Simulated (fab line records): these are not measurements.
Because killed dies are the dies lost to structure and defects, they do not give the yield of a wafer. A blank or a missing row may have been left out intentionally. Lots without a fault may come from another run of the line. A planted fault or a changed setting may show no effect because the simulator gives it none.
Chamber matching	flow n5Finfet	rieDiel-01 running N5_BEOL_M2_STRIP_19: 4 sister chambers
The step strips in O2. 4 wafers are shown with their chamber, then 10 later ones without.

## WAFERS, EACH WITH ITS CHAMBER
wafer	chamber	throttleValvePct (%)
L084.3	0	16.80
L084.6	2	16.55
L085.3	3	16.57
L085.4	1	16.31

## WAFERS WITH NO CHAMBER GIVEN
wafer	throttleValvePct (%)
L085.5	16.59
L091.1	16.58
L091.5	16.31
L091.6	16.58
L092.1	16.58
L092.2	16.35
L092.3	16.60
L095.1	16.85
L095.4	16.59
L095.6	16.62

## WHICH CHAMBER EACH ONE RAN IN
wafer	from the rows above	in truth
L085.5	can't be placed: 3 or 2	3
L091.1	can't be placed: 3 or 2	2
L091.5	1	1
L091.6	can't be placed: 3 or 2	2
L092.1	can't be placed: 3 or 2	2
L092.2	1	1
L092.3	can't be placed: 3 or 2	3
L095.1	0	0
L095.4	can't be placed: 3 or 2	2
L095.6	can't be placed: 3 or 2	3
Correct placement for 3 of the 10. From these rows, 7 cannot be placed; in 7 the true chamber is one of the candidates. Number placed wrongly: 0.
How it was worked out, from the rows above alone: a wafer's distance from a chamber is the root of the sum, over the readings, of the square of ((its reading less the chamber's mean) divided by the reading's scatter). The wafer belongs to the nearest chamber; if the next one is less than 2 further off, it can't be placed. The mean given for a chamber averages the wafers shown for that chamber. The scatter: with one shown wafer a chamber, the root of the mean of the squares of how far each hidden wafer lies from its nearest shown one.
